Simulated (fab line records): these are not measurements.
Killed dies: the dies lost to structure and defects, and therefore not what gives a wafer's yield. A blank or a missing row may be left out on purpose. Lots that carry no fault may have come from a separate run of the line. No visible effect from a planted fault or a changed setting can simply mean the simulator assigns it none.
fab line records	flow nand_harc
record lots=14	wafers=42	last_day=33
route steps=1302 shown P_BONDPAD@375 A_ZERO_WELL@408 END@1302
lots with no fault: from the same line, run without faults
start_h: start of the lot's first displayed wafer, in hours after the record's first day	wait_h: how many hours have passed since the lot's step before this one	" as in the row above	L1.1+2: a single row standing in for several wafers	- no value, or no start given	* or withheld: withheld	< > ~ a bound
route shown NAME@n: NAME is a module with steps in the file, n the number in the route of the first one	usual: the fault-free wafers' mean and standard deviation	same: alike in all rows	chamber/n: place in a boat	sites: readings site by site	_std_site: standard deviation of those values	_edge_site: inner sites' mean taken away from outer sites' mean	radius_mm: for every site, how far away it sits from the centre of the wafer	mask NAME#n: copy n	behind: tool/chamber where the wafer was last shaped	hold: why the lot went on hold/how many hours it stayed there/how the hold came to an end	device: names the non-switching transistor (n, p or np)	end of line: the tests these same wafers got at the end of their route	a step given without rows: its recipe and nothing more	killed: not the wafer's yield, but the dies lost to structure and defects at the first sort	map: the dies of a wafer, with x for killed, . for not killed, _ for no die there
set.NAME: the setting that was run; set.NAME@STEP: the one run at that earlier step	model.NAME: the simulator's own value behind a step, which no gauge read
route steps across a sampled set of lots; one table per step, one row per wafer
services: a tool's chamber out of use, with start hour (start_h, from the record's first day; less than 0 if before it), hours out, and reason
## steps
# step NHARC_P_BONDPAD_PRE_CLEAN_26
# recipe time_s=30	temp_c=280	gas=H2/He
# usual heater_power_w=414/52
lot.wafer	tool	chamber	start_h	wait_h	heater_power_w
L249.3	pvd_sputter-03	-	-	-	373
L249.4	"	-	"	"	401
L249.5	"	-	"	"	477
L251.2	pvd_sputter-02	-	-	-	400
L251.6	"	-	"	"	401
L251.5	"	-	"	"	344
L252.1	pvd_sputter-03	-	-	-	392
L252.4	"	-	"	"	375
L252.5	"	-	"	"	383
L253.3	pvd_sputter-01	-	-	-	479
L253.5	"	-	"	"	396
L253.6	"	-	"	"	365
L254.4	pvd_sputter-03	-	-	-	489
L254.6	"	-	"	"	392
L254.5	"	-	"	"	370
L256.4	pvd_sputter-03	-	-	-	383
L256.1	"	-	"	"	368
L256.5	"	-	"	"	377
L264.4	pvd_sputter-01	-	-	-	477
L264.1	"	-	"	"	391
L264.2	"	-	"	"	382
L265.3	pvd_sputter-03	-	-	-	376
L265.4	"	-	"	"	382
L265.5	"	-	"	"	367
L266.4	pvd_sputter-02	-	-	-	349
L266.1	"	-	"	"	409
L266.5	"	-	"	"	379
L269.3	pvd_sputter-03	-	-	-	377
L269.5	"	-	"	"	505
L269.6	"	-	"	"	382
L268.4	pvd_sputter-03	-	-	-	379
L268.1	"	-	"	"	499
L268.5	"	-	"	"	383
L270.4	pvd_sputter-02	-	-	-	428
L270.2	"	-	"	"	356
L270.6	"	-	"	"	423
L272.1	pvd_sputter-03	-	-	-	389
L272.2	"	-	"	"	526
L272.6	"	-	"	"	399
L271.2	pvd_sputter-01	-	-	-	404
L271.1	"	-	"	"	472
L271.5	"	-	"	"	380
# step NHARC_P_BONDPAD_THK_MEAS_20
# recipe thk_meas_gauge=xrf
# usual thk_nm=160.6/1.7
lot.wafer	tool	chamber	start_h	wait_h	thk_nm
L249.3	film_metro-02	-	134.91	-	160.6
L249.4	"	-	"	"	160.5
L249.5	"	-	"	"	160.7
L251.2	film_metro-02	-	153.84	-	159.6
L251.5	"	-	"	"	159.3
L251.6	"	-	"	"	159.8
L252.1	film_metro-02	-	169.34	-	161.8
L252.4	"	-	"	"	161.3
L252.5	"	-	"	"	163.1
L253.3	film_metro-01	-	174.88	-	160.2
L253.5	"	-	"	"	163.0
L253.6	"	-	"	"	159.8
L254.4	film_metro-01	-	194.83	-	161.2
L254.5	"	-	"	"	158.8
L254.6	"	-	"	"	158.8
L256.1	film_metro-01	-	211.73	-	163.1
L256.4	"	-	"	"	161.4
L256.5	"	-	"	"	160.6
L264.1	film_metro-02	-	287.88	-	160.8
L264.2	"	-	"	"	158.7
L264.4	"	-	"	"	158.9
L265.3	film_metro-01	-	299.44	-	157.6
L265.4	"	-	"	"	157.6
L265.5	"	-	"	"	159.6
L266.1	film_metro-01	-	319.92	-	161.9
L266.4	"	-	"	"	161.0
L266.5	"	-	"	"	156.8
L269.3	film_metro-02	-	331.00	-	162.7
L269.5	"	-	"	"	158.7
L269.6	"	-	"	"	161.1
L268.1	film_metro-02	-	331.86	-	161.7
L268.4	"	-	"	"	158.6
L268.5	"	-	"	"	156.2
L270.2	film_metro-02	-	343.42	-	160.7
L270.4	"	-	"	"	158.6
L270.6	"	-	"	"	160.1
L272.1	film_metro-02	-	359.78	-	162.1
L272.2	"	-	"	"	160.4
L272.6	"	-	"	"	161.9
L271.1	film_metro-01	-	360.71	-	159.5
L271.2	"	-	"	"	160.3
L271.5	"	-	"	"	159.9
# step NHARC_P_BONDPAD_INSPECT_23
# usual raw_defect_count=317/110
lot.wafer	tool	chamber	start_h	wait_h	raw_defect_count
L249.3	defect_inspect-02	-	135.15	0.0	351
L249.4	"	-	"	"	464
L249.5	"	-	"	"	292
L251.2	defect_inspect-02	-	154.06	0.0	327
L251.5	"	-	"	"	325
L251.6	"	-	"	"	278
L252.1	defect_inspect-02	-	169.54	0.0	262
L252.4	"	-	"	"	318
L252.5	"	-	"	"	336
L253.3	defect_inspect-01	-	175.12	0.0	322
L253.5	"	-	"	"	379
L253.6	"	-	"	"	436
L254.4	defect_inspect-01	-	195.06	0.0	278
L254.5	"	-	"	"	243
L254.6	"	-	"	"	432
L256.1	defect_inspect-02	-	211.94	0.0	231
L256.4	"	-	"	"	297
L256.5	"	-	"	"	217
L264.1	defect_inspect-01	-	288.08	0.0	368
L264.2	"	-	"	"	326
L264.4	"	-	"	"	306
L265.3	defect_inspect-02	-	299.65	0.0	172
L265.4	"	-	"	"	212
L265.5	"	-	"	"	210
L266.1	defect_inspect-02	-	320.13	0.0	261
L266.4	"	-	"	"	325
L266.5	"	-	"	"	347
L269.3	defect_inspect-02	-	331.23	0.0	300
L269.5	"	-	"	"	240
L269.6	"	-	"	"	391
L268.1	defect_inspect-02	-	332.06	0.0	335
L268.4	"	-	"	"	284
L268.5	"	-	"	"	348
L270.2	defect_inspect-02	-	343.65	0.0	301
L270.4	"	-	"	"	305
L270.6	"	-	"	"	281
L272.1	defect_inspect-02	-	359.98	0.0	1036
L272.2	"	-	"	"	483
L272.6	"	-	"	"	653
L271.1	defect_inspect-02	-	360.91	0.0	168
L271.2	"	-	"	"	138
L271.5	"	-	"	"	251
# step NHARC_A_ZERO_WELL_IMPLANT_15
# recipe energy_kev=150	dose_cm2=1e+13	tilt_deg=7
# usual beam_on_s=10.01/0.19	end_station_pressure_torr=5.05e-06/2.7e-07
lot.wafer	tool	chamber	start_h	wait_h	beam_on_s	end_station_pressure_torr
L249.3	implanter-01	0	137.43	0.1	10.16	4.61e-06
L249.4	"	0	"	"	10.29	5.42e-06
L249.5	"	0	"	"	9.82	4.8e-06
L251.2	implanter-01	0	156.31	0.1	10.02	4.8e-06
L251.5	"	0	"	"	10.11	4.91e-06
L251.6	"	0	"	"	10.48	5.31e-06
L252.1	implanter-01	0	171.80	0.1	10.02	4.97e-06
L252.4	"	0	"	"	10.13	4.94e-06
L252.5	"	0	"	"	9.95	4.95e-06
L252.1	implanter-01	0	172.19	0.4	10.11	5.26e-06
L252.4	"	0	"	"	10.56	5.51e-06
L252.5	"	0	"	"	9.93	4.98e-06
L253.3	implanter-01	0	177.42	0.1	9.78	4.53e-06
L253.5	"	0	"	"	10.13	4.79e-06
L253.6	"	0	"	"	9.90	4.92e-06
L253.3	implanter-01	0	177.82	0.4	9.77	5e-06
L253.5	"	0	"	"	9.82	4.99e-06
L253.6	"	0	"	"	10.02	5.04e-06
L254.4	implanter-01	0	197.27	0.1	9.74	5.06e-06
L254.5	"	0	"	"	9.91	4.56e-06
L254.6	"	0	"	"	10.15	5.08e-06
L254.4	implanter-01	0	197.66	0.4	9.95	5.55e-06
L254.5	"	0	"	"	10.07	4.46e-06
L254.6	"	0	"	"	10.04	5.63e-06
L256.1	implanter-02	0	214.03	0.1	9.65	5e-06
L256.4	"	0	"	"	10.16	4.6e-06
L256.5	"	0	"	"	9.87	4.8e-06
L264.1	implanter-01	0	290.33	0.1	9.85	5.27e-06
L264.2	"	0	"	"	10.09	5.01e-06
L264.4	"	0	"	"	10.20	5.3e-06
L265.3	implanter-01	0	301.92	0.1	9.86	5.49e-06
L265.4	"	0	"	"	10.01	5.08e-06
L265.5	"	0	"	"	9.98	4.84e-06
L266.1	implanter-01	0	322.46	0.1	10.28	5.5e-06
L266.4	"	0	"	"	10.21	5.43e-06
L266.5	"	0	"	"	9.88	5.3e-06
L269.3	implanter-02	0	333.63	0.2	9.83	4.85e-06
L269.5	"	0	"	"	10.14	4.93e-06
L269.6	"	0	"	"	9.66	4.75e-06
L268.1	implanter-02	0	334.24	0.1	10.02	4.59e-06
L268.4	"	0	"	"	9.81	4.75e-06
L268.5	"	0	"	"	9.96	4.77e-06
L270.2	implanter-02	0	345.89	0.1	10.16	4.69e-06
L270.4	"	0	"	"	10.04	4.93e-06
L270.6	"	0	"	"	9.88	4.97e-06
L272.1	implanter-02	0	362.09	0.1	9.97	5.22e-06
L272.2	"	0	"	"	9.93	5.09e-06
L272.6	"	0	"	"	9.90	5.33e-06
L271.1	implanter-01	0	363.12	0.1	10.09	5.3e-06
L271.2	"	0	"	"	10.09	5.03e-06
L271.5	"	0	"	"	10.19	5.06e-06
# step NHARC_END_SORT_01
# recipe temp_c=25
# usual killed_at_array=57/20	killed_at_other=1.0/1.5	killed_at_periphery=3.5/2.5	killed_dies=62/21	killed_open=3.5/1.9	killed_short=2.4/1.6
# same gross_dies=677
lot.wafer	tool	chamber	start_h	wait_h	killed_at_array	killed_at_other	killed_at_periphery	killed_dies	killed_open	killed_short
L249.3	prober-02	0	562.46	3.1	46	0	3	49	2	1
L249.4	prober-02	0	563.27	3.4	42	0	2	44	2	4
L249.5	prober-02	0	564.08	3.7	50	0	3	53	1	2
L253.3	prober-01	0	606.66	3.1	53	0	3	56	2	3
L253.5	prober-01	0	608.27	3.7	49	0	2	51	6	0
L253.6	prober-01	0	609.07	4.0	33	0	2	35	1	1
L254.4	prober-02	0	628.98	3.4	71	1	6	78	2	1
L254.5	prober-02	0	629.76	3.7	61	0	3	64	3	3
L254.6	prober-02	0	630.55	3.9	71	1	7	79	3	2
L265.3	prober-01	0	710.27	3.1	33	0	2	35	4	3
L265.4	prober-01	0	711.08	3.4	35	0	1	36	2	2
L265.5	prober-01	0	711.89	3.7	40	1	2	43	2	1
# killed by level:class
L249.3 A_CHANNEL_HOLE_D2:chamber_film_flake=35 A_SGD_CUT:chamber_film_flake=3 A_CHANNEL_HOLE_D1:chamber_film_flake=2 A_STAIRCASE:chamber_film_flake=2 P_GATE:geometric_particle:open=1 A_CHANNEL_FILL_D1:geometric_particle:short=1 A_M0:geometric_particle:open=1 P_ZERO_WELL:chamber_film_flake=1
L249.4 A_CHANNEL_HOLE_D2:chamber_film_flake=27 A_STAIRCASE:chamber_film_flake=4 A_CONTACT:chamber_film_flake=2 P_CONTACT:geometric_particle:short=1 A_CHANNEL_FILL_D2:geometric_particle:short=1 A_SGD_CUT:geometric_particle:open=1 A_WL_FILL:geometric_particle:open=1 A_M0:geometric_particle:short=1
L249.5 A_CHANNEL_HOLE_D2:chamber_film_flake=35 A_CHANNEL_HOLE_D1:chamber_film_flake=3 A_BLC:chamber_film_flake=3 A_DECK1_JOINT:chamber_film_flake=2 A_SGD_CUT:chamber_film_flake=2 A_CONTACT:chamber_film_flake=2 P_M0:geometric_particle:open=1 A_ONON_D2:geometric_particle:short=1
L253.3 A_CHANNEL_HOLE_D2:chamber_film_flake=35 A_CONTACT:chamber_film_flake=7 A_CHANNEL_FILL_D2:chamber_film_flake=3 A_DECK1_JOINT:geometric_particle:short=2 A_CHANNEL_HOLE_D1:chamber_film_flake=2 A_SGD_CUT:geometric_particle:open=1 A_WL_FILL:geometric_particle:short=1 A_CONTACT:geometric_particle:open=1
L253.5 A_CHANNEL_HOLE_D2:chamber_film_flake=29 A_CONTACT:chamber_film_flake=7 A_CHANNEL_HOLE_D1:chamber_film_flake=4 A_WL_FILL:chamber_film_flake=2 P_CONTACT:geometric_particle:open=1 A_ONON_D1:geometric_particle:open=1 A_DECK1_JOINT:geometric_particle:open=1 A_ONON_D2:geometric_particle:open=1
L253.6 A_CHANNEL_HOLE_D2:chamber_film_flake=21 A_CONTACT:chamber_film_flake=4 A_WL_FILL:chamber_film_flake=3 A_CHANNEL_HOLE_D1:chamber_film_flake=2 A_SLIT:chamber_film_flake=2 P_M0:geometric_particle:open=1 A_ONON_D1:geometric_particle:short=1 P_M0:chamber_film_flake=1
L254.4 A_CHANNEL_HOLE_D2:chamber_film_flake=33 A_SLIT:chamber_film_flake=29 P_ZERO_WELL:chamber_film_flake=3 A_CONTACT:chamber_film_flake=3 P_GATE:chamber_film_flake=2 A_CHANNEL_HOLE_D1:chamber_film_flake=2 A_SOURCE_PLATE:geometric_particle:open=1 A_SOURCE_PLATE:geometric_particle:short=1
L254.5 A_SLIT:chamber_film_flake=26 A_CHANNEL_HOLE_D2:chamber_film_flake=25 P_CONTACT:chamber_film_flake=2 A_CHANNEL_HOLE_D1:chamber_film_flake=2 A_ONON_D1:geometric_particle:open=1 A_CHANNEL_FILL_D1:geometric_particle:open=1 A_CHANNEL_FILL_D1:geometric_particle:short=1 A_CHANNEL_FILL_D2:geometric_particle:open=1
L254.6 A_CHANNEL_HOLE_D2:chamber_film_flake=32 A_SLIT:chamber_film_flake=28 P_STI:chamber_film_flake=3 A_CONTACT:chamber_film_flake=3 A_CHANNEL_HOLE_D1:chamber_film_flake=2 A_DECK1_JOINT:chamber_film_flake=2 P_GATE:geometric_particle:open=1 A_ONON_D2:geometric_particle:open=1
L265.3 A_CHANNEL_HOLE_D1:chamber_film_flake=13 A_CONTACT:chamber_film_flake=5 A_STAIRCASE:chamber_film_flake=3 A_ONON_D2:geometric_particle:short=2 A_CHANNEL_HOLE_D2:chamber_film_flake=2 A_SLIT:chamber_film_flake=2 P_CONTACT:geometric_particle:open=1 A_CHANNEL_FILL_D1:geometric_particle:short=1
L265.4 A_CONTACT:chamber_film_flake=10 A_CHANNEL_HOLE_D1:chamber_film_flake=9 A_CHANNEL_HOLE_D2:chamber_film_flake=4 A_SLIT:chamber_film_flake=4 A_STAIRCASE:chamber_film_flake=3 P_CONTACT:geometric_particle:open=1 A_CHANNEL_HOLE_D1:geometric_particle:open=1 A_ONON_D2:geometric_particle:short=1
L265.5 A_CONTACT:chamber_film_flake=16 A_CHANNEL_HOLE_D1:chamber_film_flake=11 A_STAIRCASE:chamber_film_flake=3 A_SLIT:chamber_film_flake=3 A_BONDPAD:chamber_film_flake=2 P_M0:geometric_particle:open=1 A_ONON_D1:geometric_particle:short=1 A_M0:geometric_particle:open=1
## services
tool	chamber	start_h	hours	kind
implanter-02	-	146.14	13.0	pm
pvd_sputter-03	-	170.01	10.0	pm
pvd_sputter-01	-	221.51	3.1	repair
pvd_sputter-01	-	226.00	10.0	pm
pvd_sputter-03	-	228.72	1.7	repair
pvd_sputter-03	-	236.47	10.1	repair
pvd_sputter-02	-	282.14	10.0	pm
implanter-02	-	310.18	7.7	repair
implanter-01	-	327.00	13.0	pm
pvd_sputter-02	-	329.71	5.2	repair
pvd_sputter-01	-	334.26	2.5	repair
pvd_sputter-03	-	348.01	10.0	pm
## key
first_sign step=NHARC_A_ZERO_WELL_IMPLANT_15	reading=visit	direction=added
effect none on later readings
met_at NHARC_A_ZERO_WELL_IMPLANT_15
struck_lots L252,L253,L254
tester_left_out L252,L253,L254
not_acting_at NHARC_P_BONDPAD_PRE_CLEAN_26,NHARC_P_BONDPAD_THK_MEAS_20,NHARC_P_BONDPAD_INSPECT_23
fault kind=repeated_step_whole	tool=implanter-01,implanter-02	chamber=-	onset_h=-	steps=NHARC_A_ZERO_WELL_IMPLANT_15	times=1	scope=struck_lots_only
# tester_left_out: of these lots the tester's yield and bins aren't shown, on N5 and GAA mostly nor the transistor test; their killed dies are dies lost to structure and defects alone, not to doping, threshold or leakage, so they don't give the yield
